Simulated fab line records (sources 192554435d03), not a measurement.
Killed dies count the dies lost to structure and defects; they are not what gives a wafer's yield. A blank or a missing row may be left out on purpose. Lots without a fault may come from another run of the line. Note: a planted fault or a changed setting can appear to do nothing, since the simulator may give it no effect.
fab line records	flow n5Finfet
[record] lots = 4	wafers = 12	lastDay = 18
route steps=1938 shown SD_EPI_P@309 SD_ACTIVATION@330 ILD0@335 SDB@347 BEOL_M4@1111 PASSIVATION@1936
lots with no fault: from the same line, run without faults
startH: hours from the record's opening day to when the first of the lot's shown wafers began	waitH: hours since the lot's step before	" identical to the entry in the row above	L1.1+2: one row covering several wafers at once	- no value, or no start was given	* or withheld: withheld	< > ~ a bound
route shown NAME@n: NAME is a module with steps in the file, n the number in the route of the first one	usual: average and standard deviation across the fault-free wafers	same: alike in all rows	chamber/n: place in a boat	sites: the reading at each site	_std_site: the standard deviation of these	_edge_site: mean of outer sites minus mean of inner sites	radiusMm: how far each site lies from the wafer's centre	mask NAME#n: copy n	behind: tool/chamber where the wafer was last shaped	hold: the reason the lot was held/the length of the hold in hours/how it ended	device: names the non-switching transistor (n, p or np)	end of line: tests run on the same wafers once the route is complete	for a step that has no rows: nothing shown but its recipe	killed: at the first sort, the dies lost to defects and structure; wafer yield is something else	map: a wafer's dies, x killed, . not, _ none there
set.NAME: setting as actually run; set.NAME@STEP: the setting as run at that earlier step	model.NAME: the simulator's own value behind a step, which no gauge read
lots at selected steps of the route; one table per step, one row per wafer
[[steps]]
[step N5_SD_EPI_P_STRIP_38]
[recipe] chemistry = N2/H2	tempC = 40	n2FlowSccm = 200	h2FlowSccm = 200	rfFrequencyHz = 6e+07
[step N5_SD_EPI_P_ETCHBACK_46]
[recipe] chemistry = CH3F/O2	mode = anisotropicEtchback	target = SiNx	targetDepthA = 175	stopOn = SiO2	overEtchFrac = 0.3	ionEnergyEv = 120	pressureMtorr = 30	sourceW = 395	biasW = 73	Ar_flow_sccm = 150	CH3F_flow_sccm = 30	O2_flow_sccm = 20
[step N5_SD_EPI_P_ETCH_47]
[recipe] chemistry = CH3F/O2	target = SiOCN	targetDepthA = 250	maskMaterial = SOC	ionEnergyEv = 60	biasW = 29	pressureMtorr = 30	sourceW = 410	Ar_flow_sccm = 150	CH3F_flow_sccm = 30	O2_flow_sccm = 20
[step N5_SD_EPI_P_ETCH_16]
[recipe] chemistry = CHF3/O2	target = SiO2	targetDepthA = 50	maskMaterial = SOC	pressureMtorr = 30	sourceW = 650	biasW = 170	Ar_flow_sccm = 200	CHF3_flow_sccm = 50	O2_flow_sccm = 5	ionEnergyEv = 200
[step N5_SD_EPI_P_STRIP_50]
[recipe] chemistry = CHF3/O2	resist = SiARC	rfFrequencyHz = 6e+07
[step N5_SD_EPI_P_SD_RECESS_17]
[recipe] chemistry = HBr/Cl2/O2	targetDepthA = 391	btTimeS = 3	pressureMtorr = 10	icpW = 800	biasW = 112	HBr_flow_sccm = 150	Cl2_flow_sccm = 80	O2_flow_sccm = 12
[step N5_SD_EPI_P_WET_ETCH_45]
[recipe] chemistry = dHF	dilution = withheld	timeS = 10.7	target = SiO2	targetDepthA = 20	tempC = 25	dry = ipaMarangoni	rinseTimeS = 30	rinseTempC = 23
[step N5_SD_EPI_P_STRIP_40]
[recipe] chemistry = N2/H2	powerW = 1000	tempC = 250	h2Frac = 0.65	overashFraction = 0.3	pressureMtorr = withheld	n2FlowSccm = 1750	h2FlowSccm = 3250
[step N5_SD_EPI_P_PRECLEAN_52]
[recipe] chemistry = O3/DIW	timeS = 60	tempC = 22	o3Ppm = 10
[step N5_SD_EPI_P_SRD_20]
[recipe] dry = ipaMarangoni	doPpb = 5	timeS = 30	tempC = 23	rinseLiquid = diw
[step N5_SD_EPI_P_PRECLEAN_51]
[recipe] chemistry = NF3:NH3	afsCycles = 1	tempC = 30	timeS = 20	sublimationTempC = 180	sublimationTimeS = 60	pressureTorr = 3	rfPowerW = 30
[step N5_SD_EPI_P_VAPOR_ETCH_44]
[recipe] chemistry = NF3/Ar	target = SiGe30	tempC = 25	timeS = 3.3	mode = isotropic
[step N5_SD_EPI_P_EPI_21]
[recipe] material = SiGe:B	dopant = B	tempC = 550	pressureTorr = 20	ambient = H2	timeS = 355
lot.wafer	tool	chamber	startH	waitH
L784.1+2+3	epiRpcvd-02	0	126.07	0.1
L791.3+5+6	epiRpcvd-02	0	169.85	0.8
L792.1+3+4	epiRpcvd-02	0	174.05	0.1
L795.3+4+6	epiRpcvd-01	0	194.76	1.1
[step N5_SD_EPI_P_HM_STRIP_48]
[recipe] chemistry = H3PO4	tempC = 160	material = SiNx	target = SiNx	targetDepthA = 30	overetchFraction = 0.3
[step N5_SD_EPI_P_SRD_49]
[recipe] dry = ipaMarangoni	timeS = 30	tempC = 23	rinseLiquid = diw
[step N5_SD_EPI_P_PRECLEAN_24]
[recipe] chemistry = O3/DIW	timeS = 45	tempC = 22	o3Ppm = 10
[step N5_SD_EPI_P_PRECLEAN_32]
[recipe] chemistry = dHF	timeS = 10	dilution = 500:1	tempC = 25
[step N5_SD_EPI_P_PRECLEAN_33]
[recipe] chemistry = SC2	timeS = 45	tempC = 35	mix = 1:1:50
[step N5_SD_EPI_P_SRD_25]
[recipe] timeS = 30	tempC = 23	rinseLiquid = diw	dry = ipaMarangoni
[step N5_SD_ACTIVATION_RTA_00]
[recipe] tempC = 975	timeS = 0	ambient = N2	idleTempC = 600	rampUpCPerS = 150	rampDownCPerS = 60	coolToC = 600
[step N5_SD_ACTIVATION_LSA_01]
[recipe] tempC = 1080	timeS = 0.0008	ambient = N2
[step N5_SD_ACTIVATION_RS_MEAS_03]
[recipe] thkMeasGauge = four-point-probe
[usual] RS_SD_N = 21.93/0.26	RS_SD_P = 56.1/0.99
lot.wafer	tool	chamber	startH	waitH	RS_SD_N[ohm/sq]	RS_SD_P[ohm/sq]
L784.1	filmMetro-02	-	128.87	0.2	22.16	55.2
L784.2	"	-	"	"	22.09	55.6
L784.3	"	-	"	"	22.26	55.5
L791.3	filmMetro-01	-	171.97	0.2	21.89	50.7
L791.5	"	-	"	"	21.60	50.2
L791.6	"	-	"	"	21.81	50.5
L792.1	filmMetro-02	-	177.57	0.2	21.61	49.8
L792.3	"	-	"	"	21.88	50.4
L792.4	"	-	"	"	21.81	49.7
L795.3	filmMetro-01	-	197.36	0.2	21.81	57.3
L795.4	"	-	"	"	22.16	57.3
L795.6	"	-	"	"	21.71	57.5
[step N5_ILD0_LINER_00]
[recipe] material = SiNx	targetThkA = 40	tempC = 400	aldPrecursorFamily = SiH2I2	aldCoReactant = N2/H2-plasma	pulseTimeS = 1	purgeTimeS = 2	coReactantPurgeTimeS = 2	aldCycles = 80	pressureTorr = 2
[step N5_ILD0_FCVD_FILL_01]
[recipe] material = SiO2_flowable	targetThkA = 2000	tempC = 100	pressureTorr = 0.8	rfW = 2000	timeS = 328.3
[step N5_ILD0_CURE_02]
[recipe] tempC = 450	timeS = 1800	ambient = steam	idleTempC = 400	rampUpCPerMin = 5	rampDownCPerMin = 3	densificationPH2oTorr = 640
[step N5_ILD0_CMP_03]
[recipe] stopOn = SiNx	tOverpolishS = 1.9	postCmpClean = alkalineBrush	downForcePsi = 4.1491	platenRpm = 51.796	padVelocityMS = 1.0306	targetThkNm = 197.38
[step N5_ILD0_CMP_07]
[recipe] stopOn = poly-Si	material = SiO2_flowable	tOverpolishS = 1.18	postCmpClean = alkalineBrush	downForcePsi = 4.1491	platenRpm = 51.796	padVelocityMS = 1.0306	targetThkNm = 138.88
[step N5_ILD0_PRECLEAN_10]
[recipe] chemistry = NF3:NH3	afsCycles = 5	timeS = 20	tempC = 30	sublimationTempC = 180	sublimationTimeS = 60	pressureTorr = 3	rfPowerW = 30
[step N5_ILD0_ALD_15]
[recipe] material = SiNx	targetThkA = 240	tempC = 400	aldPrecursorFamily = SiH2I2	aldCoReactant = N2/H2-plasma	pulseTimeS = 1	aldCycles = 480	purgeTimeS = 2	coReactantPurgeTimeS = 2	pressureTorr = 2
[step N5_ILD0_CMP_12]
[recipe] stopOn = poly-Si	material = SiNx	tOverpolishS = 6	postCmpClean = alkalineBrush	downForcePsi = 2.5	platenRpm = 51.8	padVelocityMS = 1.0307	targetThkNm = 17.67
[step N5_SDB_HM_DEP_00]
[recipe] material = SiNx	targetThkA = 400	tempC = 400	precursor = SiH4/NH3/N2	pressureTorr = 1.5	rfW = 300	timeS = 35.3
[step N5_SDB_COAT_03]
[recipe] resist = SOC	tempC = 250	timeS = 60	spinRpm = 1500	resistThkNm = 100
[step N5_SDB_COAT_04]
[recipe] resist = SiARC	tempC = 220	timeS = 60	spinRpm = 1500	resistThkNm = 18
[step N5_SDB_COAT_05]
[recipe] resist = CAR-ArF	spinRpm = 1500	resistThkNm = 90
[step N5_BEOL_M4_RC_MEAS_101]
[usual] DIBL_N = 36.4/1.5	DIBL_P = 35.8/1.7	IOFF_N = 0.154/0.022	IOFF_P = 0.21/0.031	ION_N = 672/8.8	ION_P = 462/7.2	RC_DENSE_P = 23.8/0.4	RC_P = 19.4/0.32	REXT_P = 100.5/2.1	RS_SD_P = 65.8/1.1	SS_N = 71.5/0.53	SS_P = 73.2/0.62	VT_N = 250.4/2.5	VT_P = -250/3.5
lot.wafer	tool	chamber	startH	waitH	DIBL_N[mV/V]	DIBL_P[mV/V]	IOFF_N[nA/um]	IOFF_P[nA/um]	ION_N[uA/um]	ION_P[uA/um]	RC_DENSE_P[ohm.um]	RC_P[ohm.um]	REXT_P[ohm.um]	RS_SD_P[ohm/sq]	SS_N[mV/dec]	SS_P[mV/dec]	VT_N[mV]	VT_P[mV]
L784.1	prober-02	0	251.91	0.0	38.0	38.4	0.179	0.20	672	455	23.2	18.9	97.5	64.4	71.3	74.7	248.1	-252
L784.2	"	0	"	"	35.3	35.0	0.128	0.16	656	452	23.5	19.2	98.8	65.2	71.4	74.0	253.2	-257
L784.3	"	0	"	"	37.2	36.9	0.160	0.19	668	458	23.5	19.1	96.9	65.5	71.8	73.4	252.4	-255
L791.3	prober-01	0	288.70	0.3	37.9	37.7	0.181	0.22	672	460	22.8	18.5	91.4	59.7	72.1	73.6	247.7	-248
L791.5	"	0	"	"	37.1	37.3	0.175	0.22	680	466	22.4	18.1	92.7	59.7	72.1	73.3	247.8	-250
L791.6	"	0	"	"	37.8	37.6	0.181	0.23	673	460	22.2	18.0	91.5	59.5	71.5	72.8	249.4	-248
L792.1	prober-02	0	298.66	0.0	38.1	37.6	0.159	0.27	679	479	22.1	17.9	93.3	58.9	72.0	73.8	251.9	-246
L792.3	"	0	"	"	37.6	35.9	0.145	0.24	666	466	21.9	17.9	94.8	59.3	72.1	74.0	253.2	-248
L792.4	"	0	"	"	38.3	37.0	0.155	0.26	674	475	21.7	17.8	93.1	59.1	71.9	74.0	252.3	-245
L795.3	prober-02	0	322.91	0.3	34.8	33.2	0.115	0.17	662	454	24.1	19.5	101.9	67.2	70.1	72.4	254.0	-251
L795.4	"	0	"	"	34.5	33.1	0.119	0.17	668	463	23.6	19.2	100.1	67.2	70.5	72.8	251.2	-253
L795.6	"	0	"	"	35.1	33.4	0.122	0.17	657	461	24.5	19.7	100.8	67.0	70.2	72.3	253.7	-251
[step N5_PASSIVATION_PROBE_49]
[usual] defectLimitedYield = 91.5/1.4	killed_at_M0_to_M3 = 32/9.8	killed_at_M4_up = 13/5.3	killedAtContacts = 13/6.4	killedAtFrontEnd = 39/10	killedAtOther = 3.1/2.5	killedDies = 100/17	killedOpen = 65/13	killedShort = 33/7.7	sort_bin_5_function = 5.0/0.93	sort_bin_6_memory = 3.2/0.69	sortNPass = 1080/17	sortYieldPct = 91.5/1.4
[same] grossDies = 1180	killedAtBackSide = 0	sort_bin_4_leakage[%] = 0	sort_bin_8_speed[%] = 0
lot.wafer	tool	chamber	startH	waitH	defectLimitedYield[%]	killed_at_M0_to_M3	killed_at_M4_up	killedAtContacts	killedAtFrontEnd	killedAtOther	killedDies	killedOpen	killedShort	sort_bin_5_function[%]	sort_bin_6_memory[%]	sortNPass	sortYieldPct[%]
L791.6	prober-02	-	405.33	0.3	91.8	36	8	16	36	1	97	67	30	4.4	3.5	1083	91.8
// killed by level:class
L791.6 MOL_CONTACT_COAG:geometricParticle:open=13 STI_FIN_REVEAL:geometricParticle:open=11 BEOL_M0_SAQP:geometricParticle:open=8 BEOL_M0_SAQP:geometricParticle:short=6 BEOL_M2:geometricParticle:open=6 BEOL_M3:geometricParticle:open=6 FIN_SAQP:geometricParticle:open=5 FIN_SAQP:geometricParticle:short=5
[[key]]
[firstSign] step = N5_SD_ACTIVATION_RS_MEAS_03	reading = RS_SD_P	direction = down	sigmas = 6	usual = 56.1	struck = 50.2
[effect] step = N5_BEOL_M4_RC_MEAS_101	reading = RS_SD_P	direction = down	sigmas = 5.6	usual = 65.8	struck = 59.4
[effect] step = N5_BEOL_M4_RC_MEAS_101	reading = RC_P	direction = down	sigmas = 4.3	usual = 19.4	struck = 18.0
[effect] step = N5_BEOL_M4_RC_MEAS_101	reading = RC_DENSE_P	direction = down	sigmas = 4	usual = 23.8	struck = 22.2
[effect] step = N5_BEOL_M4_RC_MEAS_101	reading = REXT_P	direction = down	sigmas = 3.6	usual = 100.5	struck = 92.8
metAt N5_SD_EPI_P_EPI_21
struckWafers L791.3,L791.5,L791.6,L792.1,L792.3,L792.4
onsetBetween 126.07 169.85
[fault] kind = processParameterDrift	tool = epiRpcvd-02	chamber = -	onsetH = 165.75	steps = N5_SD_EPI_P_EPI_21	channel = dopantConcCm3	offset = 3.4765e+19	shape = step	endH = 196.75	actsIn = theseRecipesOnly	stated = 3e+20
